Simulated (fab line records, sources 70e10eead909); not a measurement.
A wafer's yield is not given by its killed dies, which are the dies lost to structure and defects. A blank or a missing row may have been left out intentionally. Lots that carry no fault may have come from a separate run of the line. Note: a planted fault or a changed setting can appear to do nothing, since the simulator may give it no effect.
Chamber matching / flow nandHarc / 4 sister chambers for NHARC_P_STI_CMP_21 on cmp-04
The step polishes, t overpolish 20 s, target thk 380.67 nm. 8 wafers are shown with their chamber, then 7 later ones without.

== EACH WAFER AND ITS CHAMBER ==
wafer=L841.6; chamber=2; motorCurrentA (A)=11.2; slurryFilterDpKPa (kPa)=13.28
wafer=L845.4; chamber=3; motorCurrentA (A)=13.0; slurryFilterDpKPa (kPa)=13.48
wafer=L845.6; chamber=1; motorCurrentA (A)=12.3; slurryFilterDpKPa (kPa)=13.63
wafer=L848.4; chamber=0; motorCurrentA (A)=11.2; slurryFilterDpKPa (kPa)=13.28
wafer=L848.5; chamber=0; motorCurrentA (A)=11.5; slurryFilterDpKPa (kPa)=13.26
wafer=L848.6; chamber=1; motorCurrentA (A)=13.2; slurryFilterDpKPa (kPa)=13.32
wafer=L853.3; chamber=2; motorCurrentA (A)=11.3; slurryFilterDpKPa (kPa)=13.41
wafer=L853.4; chamber=3; motorCurrentA (A)=13.0; slurryFilterDpKPa (kPa)=13.71

== WAFERS WITH NO CHAMBER GIVEN ==
wafer=L853.6; motorCurrentA (A)=11.4; slurryFilterDpKPa (kPa)=13.41
wafer=L854.1; motorCurrentA (A)=10.6; slurryFilterDpKPa (kPa)=13.55
wafer=L854.3; motorCurrentA (A)=12.8; slurryFilterDpKPa (kPa)=13.34
wafer=L854.4; motorCurrentA (A)=12.0; slurryFilterDpKPa (kPa)=13.28
wafer=L857.1; motorCurrentA (A)=10.9; slurryFilterDpKPa (kPa)=13.47
wafer=L857.2; motorCurrentA (A)=11.0; slurryFilterDpKPa (kPa)=13.54
wafer=L857.4; motorCurrentA (A)=12.6; slurryFilterDpKPa (kPa)=13.43

== EACH ONE'S CHAMBER ==
wafer=L853.6; from the rows above=can't be placed: 2 or 0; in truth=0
wafer=L854.1; from the rows above=can't be placed: 2 or 0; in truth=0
wafer=L854.3; from the rows above=can't be placed: 1 or 3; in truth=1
wafer=L854.4; from the rows above=can't be placed: 0 or 2 or 1 or 3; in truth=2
wafer=L857.1; from the rows above=can't be placed: 2 or 0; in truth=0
wafer=L857.2; from the rows above=can't be placed: 2 or 0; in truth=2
wafer=L857.4; from the rows above=can't be placed: 1 or 3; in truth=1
Correct placement for 0 of the 7. Cannot be placed on the basis of these rows: 7; the candidates contain the true chamber in 7. 0 placed wrongly.
How it was worked out, from the rows above alone: a wafer's distance from a chamber is the root of the sum, over the readings, of the square of ((its reading less the chamber's mean) divided by the reading's scatter). If the next closest chamber is less than 2 further off than the closest, the wafer can't be placed; otherwise it belongs to the closest. The mean given for a chamber averages the wafers shown for that chamber. The scatter: the root of (the sum of the squares of (reading less its chamber's mean) over the shown wafers, divided by (wafers less chambers)).
